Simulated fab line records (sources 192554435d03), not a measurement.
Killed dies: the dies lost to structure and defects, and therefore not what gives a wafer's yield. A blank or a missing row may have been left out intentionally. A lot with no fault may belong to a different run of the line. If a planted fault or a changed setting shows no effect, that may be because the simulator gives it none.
fab line records || flow n5_finfet
record {"lots": 5, "wafers": 15, "last_day": 20}
route steps=1938 shown FIN_SAQP@131 FIN_CUT@154
lots untouched by any fault: they come from a run of this same line in which no faults occurred
start_h: hours from the record's opening day to when the first of the lot's shown wafers began || wait_h: hours from the lot's prior step to this one || " same as the row above || L1.1+2: one row covering several wafers at once || - either no value or no given start || * or withheld: withheld || < > ~ a bound
route shown NAME@n: names a module that has steps shown in the file, with the first one's number in the route || usual: mean/standard deviation of fault-free wafers || same: alike in all rows || chamber/n: place in a boat || sites: each site's reading || _std_site: their standard deviation || _edge_site: outer sites' mean less inner sites' || radius_mm: for every site, how far away it sits from the centre of the wafer || mask NAME#n: copy n || behind: the most recent tool/chamber to have shaped the wafer || hold: the reason the lot was held/the length of the hold in hours/how it ended || device: the n, p or np transistor that did not switch || end of line: the route-end tests of the same wafers || step lacking rows: just its recipe || killed: the dies lost at the first sort to structure and to defects; this is not the yield of the wafer || map: shows each die of a wafer: x if killed, . if not, _ if none is there
set.NAME: the setting that was run; set.NAME@STEP: the one run at that earlier step || model.NAME: the simulator's own value behind a step, which no gauge read
lots seen at some steps along the route; tables by step, rows by wafer
services: the hour from which a tool's chamber was out of use, counted from the record's first day as start_h (under 0 if before that day), plus the number of hours and why
## steps
# step N5_FIN_SAQP_MANDREL_ETCH_58
# recipe {"chemistry": "HBr/Cl2", "target": "a-Si", "target_depth_a": 450, "bt_time_s": 10, "stop_on": "SiNx", "mask_material": "SiO2", "over_etch_frac": 0.8, "time_s": 27, "pressure_mtorr": 10, "icp_w": 800, "bias_w": 75, "HBr_flow_sccm": 150, "Cl2_flow_sccm": 80, "ends": "end_point"}
# step N5_FIN_SAQP_RECESS_63
# recipe {"chemistry": "HF/NH3", "target": "SiO2", "target_depth_a": 180, "afs_cycles": 3, "temp_c": 30, "sublimation_temp_c": 180, "sublimation_time_s": 60}
# step N5_FIN_SAQP_COAT_68
# recipe {"resist": "SOC", "temp_c": 250, "time_s": 60, "spin_rpm": 1500, "resist_thk_nm": 100}
# step N5_FIN_SAQP_ETCH_69
# recipe {"chemistry": "N2/H2", "target": "SOC", "target_depth_a": 1500, "stop_on": "SiNx", "ion_energy_ev": 100, "bias_w": 61, "pressure_mtorr": 30, "source_w": 850, "n2_flow_sccm": 200, "h2_flow_sccm": 200}
# step N5_FIN_SAQP_ETCH_67
# recipe {"chemistry": "CH3F/O2", "target": "SiNx", "target_depth_a": 300, "mask_material": "SOC", "pressure_mtorr": 30, "source_w": 395, "bias_w": 73, "Ar_flow_sccm": 150, "CH3F_flow_sccm": 30, "O2_flow_sccm": 20, "ion_energy_ev": 120}
# step N5_FIN_SAQP_STRIP_70
# recipe {"chemistry": "N2/H2", "power_w": 500, "temp_c": 40, "pressure_mtorr": 50, "rf_frequency_hz": 6e+07, "overash_fraction": 0.3, "bias_power_w": 28, "h2_frac": 0.5, "n2_flow_sccm": 300, "h2_flow_sccm": 300}
# step N5_FIN_SAQP_RECESS_71
# recipe {"chemistry": "HF/NH3", "target": "SiO2", "target_depth_a": 30, "afs_cycles": 1, "temp_c": 30, "sublimation_temp_c": 180, "sublimation_time_s": 60}
# step N5_FIN_SAQP_SPACER2_ALD_28
# recipe {"material": "SiO2", "target_thk_a": 81, "temp_c": 300, "ald_precursor_family": "BDEAS", "ald_co_reactant": "O2-plasma", "pulse_time_s": 1, "purge_time_s": 2, "co_reactant_purge_time_s": 2, "pressure_torr": 2}
# step N5_FIN_SAQP_SPACER2_ETCHBACK_29
# recipe {"chemistry": "CHF3/O2", "mode": "anisotropic_etchback", "target": "SiO2", "target_depth_a": 122, "time_s": 6.1, "pressure_mtorr": 30, "source_w": 650, "bias_w": 170, "Ar_flow_sccm": 200, "CHF3_flow_sccm": 50, "O2_flow_sccm": 5, "ion_energy_ev": 200}
# step N5_FIN_SAQP_MANDREL2_REMOVE_60
# recipe {"chemistry": "HBr/Cl2/O2", "bt_time_s": 10, "target": "a-Si", "stop_on": "SiNx", "endpoint": "OES-SiCl", "over_etch_frac": 1, "icp_w": 600, "bias_w": 22, "HBr_flow_sccm": 150, "Cl2_flow_sccm": 80, "O2_flow_sccm": 5, "pressure_mtorr": 10}
# step N5_FIN_SAQP_HM_OPEN_33
# recipe {"chemistry": "CH3F/O2", "target": "SiNx", "mask_material": "SiO2", "target_depth_a": 494, "time_s": 70.6, "pressure_mtorr": 30, "source_w": 395, "bias_w": 73, "Ar_flow_sccm": 150, "CH3F_flow_sccm": 30, "O2_flow_sccm": 20, "ion_energy_ev": 120, "ends": "cleared"}
# step N5_FIN_SAQP_ETCH_34
# recipe {"chemistry": "C4F6/O2", "target": "SiO2", "target_depth_a": 450, "time_s": 15, "ion_energy_ev": 250, "pressure_mtorr": 30, "source_w": 345, "bias_w": 185, "Ar_flow_sccm": 300, "C4F6_flow_sccm": 10, "O2_flow_sccm": 10, "ends": "cleared"}
# usual {"drypump_motor_current_A": "5.7/0.44", "etch_rf_on_time_s": "15.04/0.14", "oes_product_au": "0.65/0.06", "rf_vpp_V": "666/7.1", "showerhead_plenum_p_Torr": "2.85/0.1", "throttle_valve_pct": "21.16/0.12"}
{"lot.wafer": "L397.1", "tool": "rie_diel-02", "chamber": 2, "start_h": 61.98, "wait_h": 0.0, "drypump_motor_current_A": 5.7, "etch_rf_on_time_s": 15.02, "oes_product_au": 0.72, "rf_hours_counter_h": 58, "rf_vpp_V": 676, "showerhead_plenum_p_Torr": 2.99, "throttle_valve_pct": 21.06}
{"lot.wafer": "L397.2", "tool": "rie_diel-02", "chamber": 1, "start_h": 61.98, "wait_h": 0.0, "drypump_motor_current_A": 5.7, "etch_rf_on_time_s": 15.00, "oes_product_au": 0.66, "rf_hours_counter_h": 127, "rf_vpp_V": 665, "showerhead_plenum_p_Torr": 2.97, "throttle_valve_pct": 20.98}
{"lot.wafer": "L397.6", "tool": "rie_diel-02", "chamber": 3, "start_h": 61.98, "wait_h": 0.0, "drypump_motor_current_A": 5.6, "etch_rf_on_time_s": 15.27, "oes_product_au": 0.69, "rf_hours_counter_h": "-", "rf_vpp_V": 663, "showerhead_plenum_p_Torr": 2.76, "throttle_valve_pct": 21.19}
{"lot.wafer": "L402.3", "tool": "rie_diel-02", "chamber": 3, "start_h": 94.17, "wait_h": 0.0, "drypump_motor_current_A": 5.6, "etch_rf_on_time_s": 14.99, "oes_product_au": 0.69, "rf_hours_counter_h": 115, "rf_vpp_V": 663, "showerhead_plenum_p_Torr": 2.75, "throttle_valve_pct": 21.19}
{"lot.wafer": "L402.4", "tool": "rie_diel-02", "chamber": 0, "start_h": 94.17, "wait_h": 0.0, "drypump_motor_current_A": 5.6, "etch_rf_on_time_s": 14.86, "oes_product_au": 0.64, "rf_hours_counter_h": 165, "rf_vpp_V": 669, "showerhead_plenum_p_Torr": 2.74, "throttle_valve_pct": 20.99}
{"lot.wafer": "L402.5", "tool": "rie_diel-02", "chamber": 2, "start_h": 94.17, "wait_h": 0.0, "drypump_motor_current_A": 5.7, "etch_rf_on_time_s": 14.74, "oes_product_au": 0.72, "rf_hours_counter_h": "-", "rf_vpp_V": 677, "showerhead_plenum_p_Torr": 2.99, "throttle_valve_pct": 21.10}
{"lot.wafer": "L403.1", "tool": "rie_diel-02", "chamber": 3, "start_h": 101.68, "wait_h": 0.0, "drypump_motor_current_A": 5.6, "etch_rf_on_time_s": 15.26, "oes_product_au": 0.67, "rf_hours_counter_h": 118, "rf_vpp_V": 662, "showerhead_plenum_p_Torr": 2.75, "throttle_valve_pct": 21.20}
{"lot.wafer": "L403.2", "tool": "rie_diel-02", "chamber": 1, "start_h": 101.68, "wait_h": 0.0, "drypump_motor_current_A": 5.7, "etch_rf_on_time_s": 15.05, "oes_product_au": 0.65, "rf_hours_counter_h": 139, "rf_vpp_V": 664, "showerhead_plenum_p_Torr": 2.96, "throttle_valve_pct": 21.01}
{"lot.wafer": "L403.4", "tool": "rie_diel-02", "chamber": 0, "start_h": 101.68, "wait_h": 0.0, "drypump_motor_current_A": 5.6, "etch_rf_on_time_s": 15.18, "oes_product_au": 0.62, "rf_hours_counter_h": 167, "rf_vpp_V": 669, "showerhead_plenum_p_Torr": 2.73, "throttle_valve_pct": 20.98}
{"lot.wafer": "L404.1", "tool": "rie_diel-02", "chamber": 3, "start_h": 106.36, "wait_h": 0.0, "drypump_motor_current_A": 5.6, "etch_rf_on_time_s": 15.21, "oes_product_au": 0.67, "rf_hours_counter_h": 119, "rf_vpp_V": 664, "showerhead_plenum_p_Torr": 2.75, "throttle_valve_pct": 21.21}
{"lot.wafer": "L404.3", "tool": "rie_diel-02", "chamber": 0, "start_h": 106.36, "wait_h": 0.0, "drypump_motor_current_A": 5.6, "etch_rf_on_time_s": 15.04, "oes_product_au": 0.63, "rf_hours_counter_h": 169, "rf_vpp_V": 670, "showerhead_plenum_p_Torr": 2.73, "throttle_valve_pct": 20.99}
{"lot.wafer": "L404.5", "tool": "rie_diel-02", "chamber": 2, "start_h": 106.36, "wait_h": 0.0, "drypump_motor_current_A": 5.7, "etch_rf_on_time_s": 14.81, "oes_product_au": 0.71, "rf_hours_counter_h": "-", "rf_vpp_V": 676, "showerhead_plenum_p_Torr": 2.99, "throttle_valve_pct": 21.09}
{"lot.wafer": "L414.1", "tool": "rie_diel-04", "chamber": 1, "start_h": 164.86, "wait_h": 0.0, "drypump_motor_current_A": 5.5, "etch_rf_on_time_s": 15.01, "oes_product_au": 0.77, "rf_hours_counter_h": 35, "rf_vpp_V": 665, "showerhead_plenum_p_Torr": 2.78, "throttle_valve_pct": 21.18}
{"lot.wafer": "L414.2", "tool": "rie_diel-04", "chamber": 2, "start_h": 164.86, "wait_h": 0.0, "drypump_motor_current_A": 5.2, "etch_rf_on_time_s": 15.17, "oes_product_au": 0.60, "rf_hours_counter_h": 204, "rf_vpp_V": 660, "showerhead_plenum_p_Torr": 2.82, "throttle_valve_pct": 21.17}
{"lot.wafer": "L414.6", "tool": "rie_diel-04", "chamber": 3, "start_h": 164.86, "wait_h": 0.0, "drypump_motor_current_A": 5.1, "etch_rf_on_time_s": 15.11, "oes_product_au": 0.60, "rf_hours_counter_h": "-", "rf_vpp_V": 668, "showerhead_plenum_p_Torr": 2.92, "throttle_valve_pct": 21.21}
# step N5_FIN_SAQP_STRIP_77
# recipe {"chemistry": "N2/H2", "time_s": 90, "power_w": 100, "temp_c": 40, "pressure_mtorr": 100, "rf_frequency_hz": 6e+07, "bias_power_w": 3, "n2_flow_sccm": 300, "h2_flow_sccm": 300}
# step N5_FIN_SAQP_ETCH_64
# recipe {"chemistry": "CF4", "target": "SiO2", "target_depth_a": 15, "ion_energy_ev": 350, "pressure_mtorr": 10, "icp_w": 800, "bias_w": 400, "cf4_flow_sccm": 80}
# step N5_FIN_SAQP_FIN_ETCH_36
# recipe {"chemistry": "HBr/Cl2/O2", "target_depth_a": 1200, "mask_material": "SiNx", "time_s": 50.4, "bias_w": 102, "pressure_mtorr": 10, "icp_w": 800, "HBr_flow_sccm": 150, "Cl2_flow_sccm": 80, "O2_flow_sccm": 12}
# step N5_FIN_SAQP_PRECLEAN_38
# recipe {"chemistry": "O3/DIW", "time_s": 45, "temp_c": 22, "o3_ppm": 10}
# step N5_FIN_SAQP_PRECLEAN_45
# recipe {"chemistry": "dHF", "time_s": 10, "dilution": "500:1", "temp_c": 25}
# step N5_FIN_SAQP_SRD_39
# recipe {"dry": "ipa_marangoni", "time_s": 30, "temp_c": 23, "rinse_liquid": "diw"}
# step N5_FIN_SAQP_INSPECT_40
# recipe {"inspect_instrument": "brightfield", "mode": "aei"}
# usual {"raw_defect_count": "219/60"}
{"lot.wafer": "L397.1", "tool": "defect_inspect-02", "chamber": "-", "start_h": 62.47, "wait_h": 0.0, "raw_defect_count": 135}
{"lot.wafer": "L397.2", "tool": "defect_inspect-02", "chamber": "-", "start_h": 62.47, "wait_h": 0.0, "raw_defect_count": 234}
{"lot.wafer": "L397.6", "tool": "defect_inspect-02", "chamber": "-", "start_h": 62.47, "wait_h": 0.0, "raw_defect_count": 116}
{"lot.wafer": "L402.3", "tool": "defect_inspect-01", "chamber": "-", "start_h": 94.63, "wait_h": 0.0, "raw_defect_count": 497}
{"lot.wafer": "L402.4", "tool": "defect_inspect-01", "chamber": "-", "start_h": 94.63, "wait_h": 0.0, "raw_defect_count": 637}
{"lot.wafer": "L402.5", "tool": "defect_inspect-01", "chamber": "-", "start_h": 94.63, "wait_h": 0.0, "raw_defect_count": 512}
{"lot.wafer": "L403.1", "tool": "defect_inspect-02", "chamber": "-", "start_h": 102.14, "wait_h": 0.0, "raw_defect_count": 451}
{"lot.wafer": "L403.2", "tool": "defect_inspect-02", "chamber": "-", "start_h": 102.14, "wait_h": 0.0, "raw_defect_count": 443}
{"lot.wafer": "L403.4", "tool": "defect_inspect-02", "chamber": "-", "start_h": 102.14, "wait_h": 0.0, "raw_defect_count": 490}
{"lot.wafer": "L404.1", "tool": "defect_inspect-01", "chamber": "-", "start_h": 106.83, "wait_h": 0.0, "raw_defect_count": 453}
{"lot.wafer": "L404.3", "tool": "defect_inspect-01", "chamber": "-", "start_h": 106.83, "wait_h": 0.0, "raw_defect_count": 429}
{"lot.wafer": "L404.5", "tool": "defect_inspect-01", "chamber": "-", "start_h": 106.83, "wait_h": 0.0, "raw_defect_count": 467}
{"lot.wafer": "L414.1", "tool": "defect_inspect-02", "chamber": "-", "start_h": 165.32, "wait_h": 0.0, "raw_defect_count": 205}
{"lot.wafer": "L414.2", "tool": "defect_inspect-02", "chamber": "-", "start_h": 165.32, "wait_h": 0.0, "raw_defect_count": 234}
{"lot.wafer": "L414.6", "tool": "defect_inspect-02", "chamber": "-", "start_h": 165.32, "wait_h": 0.0, "raw_defect_count": 155}
# step N5_FIN_CUT_COAT_18
# recipe {"resist": "SOC", "temp_c": 250, "time_s": 60, "spin_rpm": 1500, "resist_thk_nm": 230}
# step N5_FIN_CUT_COAT_19
# recipe {"resist": "SiARC", "temp_c": 220, "time_s": 60, "spin_rpm": 1500, "resist_thk_nm": 20}
# step N5_FIN_CUT_COAT_29
# recipe {"resist": "underlayer", "temp_c": 205, "time_s": 60, "spin_rpm": 1500, "resist_thk_nm": 10}
# step N5_FIN_CUT_COAT_02
# recipe {"resist": "CAR-EUV", "spin_rpm": 1500, "resist_thk_nm": 30}
# step N5_FIN_CUT_EBR_04
# recipe {"solvent": "PGMEA", "ebr_width_mm": 1.5}
# step N5_FIN_CUT_SOFTBAKE_03
# recipe {"temp_c": 110, "time_s": 60, "resist": "CAR-EUV"}
# step N5_FIN_CUT_EXPOSE_05
# recipe {"mask_id": "FIN_CUT", "na": 0.33, "source_shape": "annular", "sigma_inner": 0.35, "sigma_outer": 0.8, "polarization": "unpolarized", "dose_mj": 45.75}
# step N5_FIN_CUT_PEB_06
# recipe {"peb_temp_c": 100, "peb_time_s": 60, "resist": "CAR-EUV"}
# step N5_FIN_CUT_DEVELOP_07
# recipe {"develop_time_s": 30, "developer": "TMAH", "resist": "CAR-EUV", "rinse_liquid": "surfactant_rinse", "dry": "air_spin", "dev_temp_c": 23}
# step N5_FIN_CUT_INSPECT_10
# recipe {"mode": "adi", "inspect_instrument": "brightfield"}
# usual {"raw_defect_count": "41/11"}
{"lot.wafer": "L397.1", "tool": "defect_inspect-02", "chamber": "-", "start_h": 63.08, "wait_h": 0.1, "raw_defect_count": 32}
{"lot.wafer": "L397.2", "tool": "defect_inspect-02", "chamber": "-", "start_h": 63.08, "wait_h": 0.1, "raw_defect_count": 43}
{"lot.wafer": "L397.6", "tool": "defect_inspect-02", "chamber": "-", "start_h": 63.08, "wait_h": 0.1, "raw_defect_count": 23}
{"lot.wafer": "L402.3", "tool": "defect_inspect-01", "chamber": "-", "start_h": 95.03, "wait_h": 0.0, "raw_defect_count": 285}
{"lot.wafer": "L402.4", "tool": "defect_inspect-01", "chamber": "-", "start_h": 95.03, "wait_h": 0.0, "raw_defect_count": 310}
{"lot.wafer": "L402.5", "tool": "defect_inspect-01", "chamber": "-", "start_h": 95.03, "wait_h": 0.0, "raw_defect_count": 306}
{"lot.wafer": "L403.1", "tool": "defect_inspect-01", "chamber": "-", "start_h": 102.53, "wait_h": 0.1, "raw_defect_count": 284}
{"lot.wafer": "L403.2", "tool": "defect_inspect-01", "chamber": "-", "start_h": 102.53, "wait_h": 0.1, "raw_defect_count": 291}
{"lot.wafer": "L403.4", "tool": "defect_inspect-01", "chamber": "-", "start_h": 102.53, "wait_h": 0.1, "raw_defect_count": 284}
{"lot.wafer": "L404.1", "tool": "defect_inspect-02", "chamber": "-", "start_h": 107.22, "wait_h": 0.1, "raw_defect_count": 286}
{"lot.wafer": "L404.3", "tool": "defect_inspect-02", "chamber": "-", "start_h": 107.22, "wait_h": 0.1, "raw_defect_count": 289}
{"lot.wafer": "L404.5", "tool": "defect_inspect-02", "chamber": "-", "start_h": 107.22, "wait_h": 0.1, "raw_defect_count": 295}
{"lot.wafer": "L414.1", "tool": "defect_inspect-01", "chamber": "-", "start_h": 165.84, "wait_h": 0.1, "raw_defect_count": 39}
{"lot.wafer": "L414.2", "tool": "defect_inspect-01", "chamber": "-", "start_h": 165.84, "wait_h": 0.1, "raw_defect_count": 46}
{"lot.wafer": "L414.6", "tool": "defect_inspect-01", "chamber": "-", "start_h": 165.84, "wait_h": 0.1, "raw_defect_count": 25}
# step N5_FIN_CUT_DESCUM_13
# recipe {"chemistry": "O2", "time_s": 7, "source_power_w": 50, "bias_power_w": 20, "pressure_mtorr": 20, "rf_frequency_hz": 2.712e+07, "temp_c": 40, "resist": "CAR-EUV", "o2_flow_sccm": 225}
## services
{"tool": "rie_diel-04", "chamber": 1, "start_h": 54.35, "hours": "-", "kind": "clean"}
{"tool": "rie_diel-04", "chamber": 1, "start_h": 54.35, "hours": "-", "kind": "consumable_replace:focus_ring"}
{"tool": "rie_diel-04", "chamber": 1, "start_h": 54.35, "hours": 18.2, "kind": "scheduled_down"}
{"tool": "rie_diel-04", "chamber": 1, "start_h": 54.35, "hours": 18.2, "kind": "vent_cycle"}
{"tool": "rie_diel-04", "chamber": 3, "start_h": 81.15, "hours": 6.9, "kind": "repair"}
{"tool": "rie_diel-04", "chamber": 0, "start_h": 157.01, "hours": "-", "kind": "clean"}
{"tool": "rie_diel-04", "chamber": 0, "start_h": 157.01, "hours": "-", "kind": "consumable_replace:focus_ring"}
{"tool": "rie_diel-04", "chamber": 0, "start_h": 157.01, "hours": "-", "kind": "consumable_replace:showerhead"}
{"tool": "rie_diel-04", "chamber": 0, "start_h": 157.01, "hours": 20.0, "kind": "scheduled_down"}
{"tool": "rie_diel-04", "chamber": 0, "start_h": 157.01, "hours": 20.0, "kind": "vent_cycle"}
## key
first_sign {"step": "N5_FIN_SAQP_INSPECT_40", "reading": "raw_defect_count", "direction": "up", "sigmas": 4.5, "usual": 219, "struck": 487}
effect {"step": "N5_FIN_CUT_INSPECT_10", "reading": "raw_defect_count", "direction": "up", "sigmas": 24, "usual": 41, "struck": 292}
met_at N5_FIN_SAQP_ETCH_34
struck_wafers L402.3,L402.4,L402.5,L403.1,L403.2,L403.4,L404.1,L404.3,L404.5
rows_end L402.3,L402.4,L402.5,L403.1,L403.2,L403.4,L404.1,L404.3,L404.5
onset_between 61.98 94.17
fault {"kind": "chamber_particle_source", "tool": "rie_diel-02", "chamber": "-", "onset_h": 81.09, "steps": "N5_FIN_SAQP_ETCH_34", "rate_per_visit_cm2": 0.40014, "until_the_next_wet_clean": "True"}
# rows_end: these wafers met a further fault down the route, and their rows from its step on are left out
